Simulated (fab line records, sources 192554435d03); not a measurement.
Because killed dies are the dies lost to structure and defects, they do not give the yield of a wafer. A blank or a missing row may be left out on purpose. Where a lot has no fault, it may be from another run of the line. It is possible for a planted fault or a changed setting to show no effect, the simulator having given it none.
What tool caused it? ; flow n5_finfet ; 13 lots with 39 wafers sampled at 3 steps, on a route of 1938 steps

WHAT EACH GAUGE READ, for each wafer
N5_PASSIVATION_CD_MEAS_30 targets a cd of 4000 nm.
lot;measured;on;cd_nm (nm)
L723;day 11 19:44;cd_sem-03;4001.4 3996.9 4000.2
L724;day 12 07:17;cd_sem-03;3998.9 4002.6 4004.1
L725;day 12 18:34;cd_sem-01;4003.5 4002.4 4003.2
L726;day 13 02:16;cd_sem-03;4000.8 3997.5 3998.1
L727;day 13 08:04;cd_sem-01;4000.6 4002.3 4000.8
L730;day 13 20:19;cd_sem-03;4001.9 3996.8 4002.2
L729;day 14 01:03;cd_sem-02;3997.4 3998.5 4000.4
L732;day 14 01:58;cd_sem-03;3997.9 3998.5 3996.6
L733;day 14 20:32;cd_sem-01;4004.1 4002.5 4000.9
L734;day 15 04:59;cd_sem-01;4003.4 4002.1 4000.7
L735;day 15 10:35;cd_sem-03;4000.2 4000.3 4000.8
L738;day 16 08:24;cd_sem-01;4000.3 3999.6 4000.4
L746;day 19 02:04;cd_sem-02;4000.5 3999.0 3998.1

N5_PASSIVATION_OVL_MEAS_66.
lot;measured;on;PASS_OPEN_OVL (nm)
L723;day 11 22:14;overlay-02;-3 1 0
L724;day 12 09:41;overlay-02;4 7 10
L725;day 12 20:29;overlay-02;2 13 -4
L726;day 13 04:10;overlay-02;4 6 0
L727;day 13 09:53;overlay-02;8 10 7
L730;day 13 22:13;overlay-02;-2 -1 -5
L729;day 14 02:52;overlay-01;3 2 -1
L732;day 14 03:45;overlay-01;-1 0 -8
L733;day 14 22:19;overlay-01;8 3 11
L734;day 15 06:52;overlay-02;0 5 -3
L735;day 15 12:29;overlay-01;0 4 5
L738;day 16 10:31;overlay-02;2 -1 -2
L746;day 19 03:52;overlay-01;7 12 7

WHAT TOOL EACH LOT RAN ON (gives the tool, then ch and the chambers of the sampled wafers, and finally the start)
lot;N5_BEOL_M11_PRECLEAN_42
L723;wet_bench-03 ch 2,3,5, day 10 11:59
L724;wet_bench-03 ch 0,1,7, day 10 19:34
L725;wet_bench-03 ch 0,4,5, day 11 07:08
L726;wet_bench-02 ch 3,4,5, day 11 08:26
L727;wet_bench-03 ch 3,4,5, day 11 14:44
L730;wet_bench-01 ch 0,3,7, day 12 08:45
L729;wet_bench-03 ch 3,4,5, day 12 08:59
L732;wet_bench-02 ch 1,2,6, day 12 13:02
L733;wet_bench-01 ch 0,1,3, day 13 07:35
L734;wet_bench-02 ch 3,6,7, day 13 10:51
L735;wet_bench-02 ch 1,4,5, day 13 20:34
L738;wet_bench-02 ch 5,6,7, day 14 17:24
L746;wet_bench-02 ch 0,3,4, day 17 10:49
- N5_BEOL_M11_PRECLEAN_42: cleans in residue remover, time 60 s.

AS READ BY THE TOOLS THEMSELVES (means over the sampled wafers that have a number; for cases with no such wafer, the mark the record gives instead)
The record holds no such reading with a usual standard deviation.

THE ANSWER, worked out from the rows above alone
Rule: the usual values come from the lots themselves. The widest of any qualifying gaps counts: lots, ordered by their means at a reading, are off when they make up no more than a third of the lots, leave a main group of 4 or more, and stand apart from it by 3 or more times the standard deviation of that group's means. If all means in a main group match to the digits the tables above print for the reading, that group is not used. A lot without any number at a reading at which 4 lots or more have one is off too. The other lots that the step has rows for count as sound. After the gauges, taken in route order, come the tools' own readings; for these a lot's mean is taken, as printed above. At the first step where some lot is off, the reading lying furthest off is the one used; lots without a number count as furthest.
None of the lots is off at any reading shown; this tells nothing.

WHAT THE SIMULATOR HAD INSERTED
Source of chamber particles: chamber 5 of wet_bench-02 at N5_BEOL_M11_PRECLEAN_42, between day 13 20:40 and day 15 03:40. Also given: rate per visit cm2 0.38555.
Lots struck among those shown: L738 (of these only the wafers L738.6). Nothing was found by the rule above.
